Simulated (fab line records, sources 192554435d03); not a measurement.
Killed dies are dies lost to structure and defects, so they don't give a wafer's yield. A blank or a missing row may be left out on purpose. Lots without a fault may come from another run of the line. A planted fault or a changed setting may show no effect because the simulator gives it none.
Chamber matching | flow n5_finfet | N5_HKMG_FIN_ALD_36 on ald_metal-02: 4 sister chambers
The step deposits TiN, target thk 1 nm, pulse time 1 s, purge time 3 s. 8 wafers are shown with their chamber, then 8 later ones without.

WAFERS WITH THEIR CHAMBER
wafer  | chamber | heater_power_w (W) | precursor_pulse_height_rel
L084.5 | 3       | 911                | 1.015
L085.3 | 3       | 923                | 1.046
L085.4 | 2       | 874                | 1.019
L085.6 | 0       | 755                | 0.998
L087.1 | 1       | 719                | 1.027
L087.3 | 0       | 752                | 0.981
L087.6 | 2       | 870                | 1.006
L088.1 | 1       | 742                | 0.978

WAFERS WITHOUT THEIR CHAMBER
wafer  | heater_power_w (W) | precursor_pulse_height_rel
L088.3 | 740                | 1.038
L088.5 | 756                | 1.022
L094.1 | 860                | 1.022
L094.4 | 735                | 1.002
L094.6 | 913                | 0.986
L097.2 | 727                | 1.011
L097.5 | 839                | 1.018
L097.6 | 729                | 0.977

WHICH CHAMBER EACH WENT THROUGH
wafer  | from the rows above     | in truth
L088.3 | can't be placed: 1 or 0 | 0
L088.5 | can't be placed: 0 or 1 | 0
L094.1 | 2                       | 2
L094.4 | can't be placed: 1 or 0 | 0
L094.6 | 3                       | 3
L097.2 | 1                       | 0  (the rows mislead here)
L097.5 | 2                       | 2
L097.6 | can't be placed: 1 or 0 | 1
Placed correctly: 3 of 8. Can't be placed from these rows: 4 (the true chamber is among the candidates in 4). Placed wrongly: 1.
How it was worked out, from the rows above alone: a wafer's distance from a chamber is the root of the sum, over the readings, of the square of ((its reading less the chamber's mean) divided by the reading's scatter). The wafer belongs to the nearest chamber; if the next one is less than 2 further off, it can't be placed. A chamber's mean is the mean of its shown wafers. The scatter: the root of (the sum of the squares of (reading less its chamber's mean) over the shown wafers, divided by (wafers less chambers)).
